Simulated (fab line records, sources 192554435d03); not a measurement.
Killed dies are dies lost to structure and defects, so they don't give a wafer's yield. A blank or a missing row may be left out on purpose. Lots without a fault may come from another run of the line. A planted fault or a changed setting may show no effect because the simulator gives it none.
Split-lot experiment | flow n5_finfet | 7 lots, 39 wafers read, on a route of 1938 steps

THE SPLIT
At N5_BEOL_M13_TRENCH_ETCH_34 (etches SiOC in C4F8/O2/Ar, target depth 413.47 nm, time 162.6 s), the setting time_s was moved away from the recipe's 162.6 s on 9 of the 39 wafers read, by -20.2% to +48.3%. The other wafers ran this setting at the recipe's value.

FROM THE SPLIT TO THE READING: what the file shows between them, 10 steps
- N5_BEOL_M13_STRIP_70: strips in C4F8/O2/Ar
- N5_BEOL_M13_OCD_MEAS_35
- N5_BEOL_M13_STRIP_37: strips in N2/H2
- N5_BEOL_M13_ETCH_38: etches SiCN in CF4/N2, target depth 67.5 nm, time 71.9 s
- N5_BEOL_M13_ECD_47: material Cu, target thk 936 nm
- N5_BEOL_M13_ANNEAL_48: time 90 s
- N5_BEOL_M13_CMP_49: polishes, stops on SiOC, t overpolish 17.1 s, target thk 420 nm
- N5_BEOL_M13_THK_MEAS_50: measures by xrf
- N5_BEOL_M13_PRE_CLEAN_52: time 15 s
- N5_BEOL_M13_DEP_53: deposits SiCN from 3MS/NH3, target thk 50 nm, time 17.8 s

THE READING
M13_RS, in ohm/sq, at N5_BEOL_M13_RS_MEAS_54 (measures by four-point-probe). Fault-free wafers of this fab line usually give 0.0449 ohm/sq, standard deviation 0.0007 ohm/sq.

wafer  | tool, chamber at the split | time_s as run, s | against the recipe | M13_RS, ohm/sq | against lot-mates on the recipe
L077.1 | rie_diel-03, 3             | 162.6            | recipe             | 0.0453         | -
L077.2 | rie_diel-03, 1             | 238.8            | +46.9%             | 0.0307         | -0.0146
L077.3 | rie_diel-03, 0             | 162.6            | recipe             | 0.0452         | -
L077.4 | rie_diel-03, 2             | 238.8            | +46.9%             | 0.0311         | -0.0142
L077.5 | rie_diel-03, 0             | 238.8            | +46.9%             | 0.0303         | -0.0150
L077.6 | rie_diel-03, 3             | 162.6            | recipe             | 0.0453         | -
L080.3 | rie_diel-06, 0             | 162.6            | recipe             | 0.0444         | -
L080.4 | rie_diel-06, 2             | 162.6            | recipe             | 0.0443         | -
L080.5 | rie_diel-06, 3             | 162.6            | recipe             | 0.0433         | -
L083.1 | rie_diel-06, 0             | 162.6            | recipe             | 0.0454         | -
L083.2 | rie_diel-06, 2             | 129.7            | -20.2%             | 0.0549         | +0.0104
L083.3 | rie_diel-06, 1             | 162.6            | recipe             | 0.0441         | -
L083.4 | rie_diel-06, 3             | 129.7            | -20.2%             | 0.0548         | +0.0103
L083.5 | rie_diel-06, 2             | 162.6            | recipe             | 0.0441         | -
L083.6 | rie_diel-06, 3             | 129.7            | -20.2%             | 0.0545         | +0.0100
L082.1 | rie_diel-06, 2             | 162.6            | recipe             | 0.0441         | -
L082.2 | rie_diel-06, 1             | 162.6            | recipe             | 0.0441         | -
L082.3 | rie_diel-06, 0             | 162.6            | recipe             | 0.0452         | -
L082.4 | rie_diel-06, 3             | 241.1            | +48.3%             | 0.0295         | -0.0150
L082.5 | rie_diel-06, 3             | 241.1            | +48.3%             | 0.0293         | -0.0152
L082.6 | rie_diel-06, 2             | 241.1            | +48.3%             | 0.0299         | -0.0146
L084.1 | rie_diel-06, 1             | 162.6            | recipe             | 0.0440         | -
L084.2 | rie_diel-06, 3             | 162.6            | recipe             | 0.0436         | -
L084.3 | rie_diel-06, 2             | 162.6            | recipe             | 0.0442         | -
L084.4 | rie_diel-06, 0             | 162.6            | recipe             | 0.0451         | -
L084.5 | rie_diel-06, 3             | 162.6            | recipe             | 0.0437         | -
L084.6 | rie_diel-06, 0             | 162.6            | recipe             | 0.0455         | -
L085.1 | rie_diel-06, 0             | 162.6            | recipe             | 0.0456         | -
L085.2 | rie_diel-06, 1             | 162.6            | recipe             | 0.0447         | -
L085.3 | rie_diel-06, 2             | 162.6            | recipe             | 0.0448         | -
L085.4 | rie_diel-06, 3             | 162.6            | recipe             | 0.0443         | -
L085.5 | rie_diel-06, 2             | 162.6            | recipe             | 0.0445         | -
L085.6 | rie_diel-06, 3             | 162.6            | recipe             | 0.0444         | -
L097.1 | rie_diel-03, 0             | 162.6            | recipe             | 0.0451         | -
L097.2 | rie_diel-03, 1             | 162.6            | recipe             | 0.0454         | -
L097.3 | rie_diel-03, 2             | 162.6            | recipe             | 0.0463         | -
L097.4 | rie_diel-03, 3             | 162.6            | recipe             | 0.0454         | -
L097.5 | rie_diel-03, 1             | 162.6            | recipe             | 0.0454         | -
L097.6 | rie_diel-03, 2             | 162.6            | recipe             | 0.0468         | -

THE FIT
A straight line over all 39 wafers: M13_RS changes by -0.00033 ohm/sq for each +1% of time_s; r = -0.98; the points scatter about the line by 0.0012 ohm/sq.
The same after taking each lot's own level away (the mean of its wafers on the recipe; 39 wafers): -0.000332 ohm/sq for each +1%; r = -0.99; scatter 0.0011 ohm/sq.
On that fit, the largest move of time_s shifts the reading by 0.016 ohm/sq.
The lots' own levels span 0.04400 to 0.04573 ohm/sq, that is 2.5 times the standard deviation above.
So the lot-to-lot level changes the slope little: the two slopes agree.
Check: with one of the wafers moved furthest among these (+48.3%) left out of the fit, the line predicts -0.0157 ohm/sq for it against its lot-mates. It came out at -0.015 ohm/sq against them.

THE WHOLE CHAIN: every reading that the file lists as answering this split, in the file's order
step                       | what it does                                                    | reading                                                                       | change (the file's fit)               | r (the file's)
N5_BEOL_M13_TRENCH_ETCH_34 | etches SiOC in C4F8/O2/Ar, target depth 413.47 nm, time 162.6 s | etch.depth_nm (the simulator's own value, which no gauge read)                | +4.16 nm for each +1% of the setting  | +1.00
N5_BEOL_M13_OCD_MEAS_35    |                                                                 | trench_depth_nm                                                               | +4.16 nm for each +1% of the setting  | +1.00
N5_BEOL_M13_CMP_49         | polishes, stops on SiOC, t overpolish 17.1 s, target thk 420 nm | Cu_of_BEOL_M13_ECD_47.thk_nm (the simulator's own value, which no gauge read) | +4.17 nm for each +1% of the setting  | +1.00
N5_BEOL_M13_THK_MEAS_50    | measures by xrf                                                 | M13_THK                                                                       | +4.29 for each +1% of the setting     | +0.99
N5_BEOL_M13_RS_MEAS_54     | measures by four-point-probe                                    | M13_RS                                                                        | -0.000326 for each +1% of the setting | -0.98

THE FILE'S OWN FIT
M13_RS changes by -0.000326 ohm/sq for each +1% of time_s, r = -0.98.
